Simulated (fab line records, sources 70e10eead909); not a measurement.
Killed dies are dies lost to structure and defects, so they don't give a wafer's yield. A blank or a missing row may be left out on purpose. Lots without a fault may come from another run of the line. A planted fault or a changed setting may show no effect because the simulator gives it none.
A struck lot beside a sound one | flow nand_harc | 14 steps out of a route of 1159
Sound: wafers L636.1, L636.3, L636.6. Struck: wafers L648.1, L648.3, L648.6. The cause comes at the end.
At each step with rows: each side's tool, then ch and its chambers, then its first start. Under that, the readings that differ: sound wafers | struck wafers | difference of the means | sigmas: that difference in standard deviations of wafers without a fault.
alike: readings whose means differ by less than 2 such deviations, and words and numbers that are the same on both sides. not compared: withheld readings, readings that some wafer has no value for, bounds like >300 that may hide the same value, and numbers for which the record gives no deviation and whose values overlap.
The two part at a step that has a row with sigmas, a row that says differs or no value, or rows on one side only. Numbers that don't overlap but have no deviation are shown without sigmas and don't part them. A reading that every wafer of one side lacks parts them only if that side has two wafers or more.

first, 2 steps without rows for these wafers: NHARC_A_SOURCE_PLATE_CVD_03 (deposits poly-Si, target thk 200 nm, time 4000 s); NHARC_A_SOURCE_PLATE_ANNEAL_05 (time 1800 s).
NHARC_A_SOURCE_PLATE_THK_MEAS_06: measures by ellipsometry.
  sound on film_metro-01, day 8 02:01; struck on film_metro-02, day 10 14:21
  alike: thk_nm
NHARC_A_SOURCE_PLATE_INSPECT_08:
  sound on defect_inspect-01, day 8 02:04; struck on defect_inspect-02, day 10 14:25
  alike: raw_defect_count
then, 1 step without rows for these wafers: NHARC_A_ONON_D1_DEP_00 (target thk 1000 nm).
NHARC_A_ONON_D1_THK_MEAS_02: measures by ellipsometry.
  sound on film_metro-02, day 8 02:39; struck on film_metro-01, day 10 14:59
  alike: thk_nm
then, 1 step without rows for these wafers: NHARC_A_ONON_D1_DEP_03 (target thk 1000 nm).
NHARC_A_ONON_D1_THK_MEAS_05: measures by ellipsometry.
  sound on film_metro-01, day 8 03:13; struck on film_metro-02, day 10 15:33
  reading     | sound       | struck         | difference | sigmas
  thk_nm (nm) | 991 990 992 | 1023 1022 1022 | +31        | +2
then, 1 step without rows for these wafers: NHARC_A_ONON_D1_DEP_06 (target thk 1000 nm).
NHARC_A_ONON_D1_THK_MEAS_08: measures by ellipsometry.
  sound on film_metro-01, day 8 03:47; struck on film_metro-02, day 10 16:07
  alike: thk_nm
NHARC_A_ONON_D1_DEP_09: target thk 1000 nm.
  sound on pecvd_onon-02 ch 0, day 8 03:50; struck on pecvd_onon-01 ch 0, day 10 16:11
  alike: n2o_flow_sccm
NHARC_A_ONON_D1_THK_MEAS_11: measures by ellipsometry.
  sound on film_metro-02, day 8 04:21; struck on film_metro-02, day 10 16:41
  reading     | sound          | struck         | difference | sigmas
  thk_nm (nm) | 1005 1003 1006 | 1047 1049 1052 | +45        | +6
then, 1 step without rows for these wafers: NHARC_A_ONON_D1_DEP_12 (target thk 1000 nm).
-- the record jumps here: 11 days lie between the struck wafers' starts before and after (it left off in module A_ONON_D1 and takes up again in module END, whose first step shown is number 1159 of the route) --
NHARC_END_SORT_01:
  the record has rows for the struck wafers here (prober-01 ch 0, day 22 04:05) and none for the sound ones

WHERE THEY PART
First at NHARC_A_ONON_D1_THK_MEAS_05; last, within this record, at NHARC_END_SORT_01.

WHY: what the simulator had put in
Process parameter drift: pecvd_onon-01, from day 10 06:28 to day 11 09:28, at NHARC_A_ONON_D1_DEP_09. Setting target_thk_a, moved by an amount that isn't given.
